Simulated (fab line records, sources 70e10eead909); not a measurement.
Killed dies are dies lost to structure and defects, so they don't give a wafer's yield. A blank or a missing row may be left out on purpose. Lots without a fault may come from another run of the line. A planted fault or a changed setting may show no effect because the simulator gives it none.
A struck lot beside a sound one | flow nand_harc | 24 steps out of a route of 1302
Sound: wafers L878.1, L878.3, L878.5. Struck: wafers L867.3, L867.4, L867.5. The cause comes at the end.
At each step with rows: each side's tool, then ch and its chambers, then its first start. Under that, the readings that differ: sound wafers | struck wafers | difference of the means | sigmas: that difference in standard deviations of wafers without a fault.
alike: readings whose means differ by less than 2 such deviations, and words and numbers that are the same on both sides. not compared: withheld readings, readings that some wafer has no value for, bounds like >300 that may hide the same value, and numbers for which the record gives no deviation and whose values overlap.
The two part at a step that has a row with sigmas, a row that says differs or no value, or rows on one side only. Numbers that don't overlap but have no deviation are shown without sigmas and don't part them. A reading that every wafer of one side lacks parts them only if that side has two wafers or more.

NHARC_P_M1_INSPECT_27:
  sound on defect_inspect-02, day 13 02:25; struck on defect_inspect-01, day 8 14:15
  alike: raw_defect_count
NHARC_P_M1_PRE_CLEAN_32: time 12 s.
  sound on pecvd-03 ch 0,1,2, day 13 02:29; struck on pecvd-03 ch 0,1,2, day 8 14:19
  alike: heater_power_w
NHARC_P_M1_DEP_33: deposits SiCN, target thk 30 nm.
  sound on pecvd-03 ch 0,1,2, day 13 02:36; struck on pecvd-03 ch 0,1,2, day 8 14:24
  alike: heater_power_w
then, 8 steps without rows for these wafers: NHARC_P_M2_DEP_00 (deposits SiOC, target thk 182.5 nm); NHARC_P_M2_DEHYDRATE_01 (time 120 s); NHARC_P_M2_HMDS_02 (time 30 s); NHARC_P_M2_COAT_34 (time 65 s); NHARC_P_M2_COAT_03 (resist thk 90 nm); NHARC_P_M2_SOFTBAKE_04 (time 55 s); NHARC_P_M2_EBR_05; NHARC_P_M2_EXPOSE_06 (exposes mask P M2, target cd 170 nm).
NHARC_P_M2_PEB_07: peb time 65 s.
  sound on litho_track-04 ch 0, day 13 03:44; struck on litho_track-04 ch 0, day 8 15:34
then, 1 step without rows for these wafers: NHARC_P_M2_DEVELOP_08 (develop time 35 s).
NHARC_P_M2_CD_MEAS_09: target cd 170 nm.
  sound on cd_sem-01 ch 0, day 13 03:49; struck on cd_sem-02 ch 0, day 8 15:40
  reading    | sound             | struck            | difference | sigmas
  cd_nm (nm) | 169.0 169.6 169.7 | 180.3 179.9 180.4 | +10.8      | +22
NHARC_P_M2_OVL_MEAS_10: pitch 340 nm.
  sound on overlay-02, day 13 03:54; struck on overlay-01, day 8 15:44
  alike: overlay_x_nm, overlay_y_nm
NHARC_P_M2_INSPECT_11:
  sound on defect_inspect-02, day 13 03:56; struck on defect_inspect-01, day 8 15:47
  alike: raw_defect_count
NHARC_P_M2_DESCUM_14: chemistry O2, time 3 s.
  sound on rie_diel-10 ch 0,1,3, day 13 04:01; struck on rie_diel-12 ch 2,3, day 8 15:52
  reading               | sound             | struck            | difference | sigmas
  model.P_M2.cd_nm (nm) | 169.1 169.3 169.9 | 180.8 179.9 180.6 | +11.0      |
  alike: drypump_motor_current_A, o2_flow_sccm, oes_product_au, rf_vpp_V, showerhead_plenum_p_Torr, throttle_valve_pct
  not compared: rf_hours_counter_h
NHARC_P_M2_ETCH_35: etches the open film in N2/H2, target depth 40 nm, overetch 12 nm, time 43.94 s.
  sound on rie_diel-10 ch 0,1,3, day 13 04:05; struck on rie_diel-12 ch 2,3, day 8 15:56
  reading               | sound             | struck            | difference | sigmas
  oes_product_au (a.u.) | 0.975 0.993 0.995 | 1.006 1.003 1.009 | +0.018     | +3
  alike: bias_w, drypump_motor_current_A, h2_flow_sccm, rf_vpp_V, showerhead_plenum_p_Torr, throttle_valve_pct
  not compared: rf_hours_counter_h
NHARC_P_M2_ETCH_15: etches the open film in C4F8/Ar, target depth 182.5 nm, time 91.2 s.
  sound on rie_diel-10 ch 0,2,3; struck on rie_diel-12 ch 1,2,3
  alike: bias_w, oes_product_au, rf_vpp_V
  not compared: rf_hours_counter_h
NHARC_P_M2_CD_MEAS_16:
  sound on cd_sem-01, day 13 04:18; struck on cd_sem-02, day 8 16:11
  reading    | sound             | struck            | difference | sigmas
  cd_nm (nm) | 169.4 169.2 169.9 | 180.4 179.9 179.8 | +10.5      | +17
NHARC_P_M2_STRIP_18: strips in N2/H2.
  sound on rie_diel-12 ch 0,2, day 13 04:23; struck on rie_diel-10 ch 0,1,2, day 8 16:16
  alike: drypump_motor_current_A, h2_flow_sccm, oes_product_au, rf_vpp_V, showerhead_plenum_p_Torr, throttle_valve_pct
  not compared: rf_hours_counter_h
NHARC_P_M2_ETCH_28: etches the open film in CF4/N2, target depth 30 nm, time 72.99 s.
  sound on rie_diel-12 ch 0,2; struck on rie_diel-10 ch 0,1,2
  reading               | sound             | struck            | difference | sigmas
  model.P_M2.cd_nm (nm) | 169.3 168.8 169.7 | 180.4 179.9 180.3 | +10.9      |
  alike: bias_w, drypump_motor_current_A, oes_product_au, rf_vpp_V, showerhead_plenum_p_Torr, throttle_valve_pct
  not compared: rf_hours_counter_h
then, 1 step without rows for these wafers: NHARC_P_M2_STRIP_19 (strips in post etch residue remover, time 600 s).
-- the record jumps here: 18 days lie between the struck wafers' starts before and after (it left off in module P_M2 and takes up again in module END, whose first step shown is number 1302 of the route) --
NHARC_END_SORT_01:
  sound on prober-01 ch 0, day 31 14:05; struck on prober-01 ch 0, day 26 16:55
  reading                  | sound       | struck      | difference | sigmas
  defect_limited_yield (%) | 87 87 87    | 95 95 97    | +9         | +3
  killed_at_array          | 81 87 81    | 32 34 16    | -56        | -2
  killed_dies              | 86 90 86    | 37 35 19    | -57        | -2
  sort_bin_2_pct (%)       | 4.4 4.9 4.9 | 1.2 1.0 0.9 | -3.7       | -3
  sort_bin_4_pct (%)       | 7.1 7.2 6.8 | 3.4 4.0 1.9 | -3.9       | -2
  sort_n_pass              | 591 587 591 | 640 642 658 | +57        | +2
  sort_yield_pct (%)       | 87 87 87    | 95 95 97    | +9         | +3
  alike: killed_at_other, killed_at_periphery, killed_open, killed_short, sort_bin_3_pct, sort_rim_yield_pct

WHERE THEY PART
First at NHARC_P_M2_CD_MEAS_09; last, within this record, at NHARC_END_SORT_01.

WHY: what the simulator had put in
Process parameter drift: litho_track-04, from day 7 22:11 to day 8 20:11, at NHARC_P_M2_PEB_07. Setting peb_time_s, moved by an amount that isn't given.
